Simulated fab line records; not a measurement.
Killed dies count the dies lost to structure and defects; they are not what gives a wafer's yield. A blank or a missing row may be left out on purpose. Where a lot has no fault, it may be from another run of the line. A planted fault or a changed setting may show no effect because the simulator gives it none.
Matching of chambers || flow nand harc || rie diel-11 running NHARC_A_STAIRCASE_TRIM_187: 4 sister chambers
The step chemistry O2, time 211.2 s. 4 wafers are shown with their chamber, then 11 later ones without.

EACH WAFER AND ITS CHAMBER
{"wafer": "L092.1", "chamber": 1, "showerhead plenum p Torr (Torr)": 3.38}
{"wafer": "L091.2", "chamber": 2, "showerhead plenum p Torr (Torr)": 3.70}
{"wafer": "L091.3", "chamber": 3, "showerhead plenum p Torr (Torr)": 3.72}
{"wafer": "L093.2", "chamber": 0, "showerhead plenum p Torr (Torr)": 3.79}

WAFERS WITH NO CHAMBER GIVEN
{"wafer": "L093.3", "showerhead plenum p Torr (Torr)": 3.38}
{"wafer": "L093.4", "showerhead plenum p Torr (Torr)": 3.69}
{"wafer": "L096.1", "showerhead plenum p Torr (Torr)": 3.78}
{"wafer": "L096.3", "showerhead plenum p Torr (Torr)": 3.69}
{"wafer": "L096.4", "showerhead plenum p Torr (Torr)": 3.72}
{"wafer": "L097.1", "showerhead plenum p Torr (Torr)": 3.37}
{"wafer": "L097.3", "showerhead plenum p Torr (Torr)": 3.71}
{"wafer": "L097.4", "showerhead plenum p Torr (Torr)": 3.78}
{"wafer": "L097.2", "showerhead plenum p Torr (Torr)": 3.69}
{"wafer": "L097.5", "showerhead plenum p Torr (Torr)": 3.37}
{"wafer": "L097.6", "showerhead plenum p Torr (Torr)": 3.69}

WHICH CHAMBER EACH WENT THROUGH
{"wafer": "L093.3", "from the rows above": 1, "in truth": 1}
{"wafer": "L093.4", "from the rows above": 2, "in truth": 2}
{"wafer": "L096.1", "from the rows above": 0, "in truth": 0}
{"wafer": "L096.3", "from the rows above": 2, "in truth": 2}
{"wafer": "L096.4", "from the rows above": 3, "in truth": 3}
{"wafer": "L097.1", "from the rows above": 1, "in truth": 1}
{"wafer": "L097.3", "from the rows above": "can't be placed: 2 or 3", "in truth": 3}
{"wafer": "L097.4", "from the rows above": 0, "in truth": 0}
{"wafer": "L097.2", "from the rows above": 2, "in truth": 2}
{"wafer": "L097.5", "from the rows above": 1, "in truth": 1}
{"wafer": "L097.6", "from the rows above": 2, "in truth": 2}
10 of 11 placed correctly. Not placeable from these rows: 1 (in 1, the candidates include the true chamber). Number placed wrongly: 0.
How it was worked out, from the rows above alone: a wafer's distance from a chamber is the root of the sum, over the readings, of the square of ((its reading less the chamber's mean) divided by the reading's scatter). The wafer belongs to the nearest chamber; if the next one is less than 2 further off, it can't be placed. Each chamber's mean is taken over the wafers shown for it. The scatter: with one shown wafer a chamber, the root of the mean of the squares of how far each hidden wafer lies from its nearest shown one.
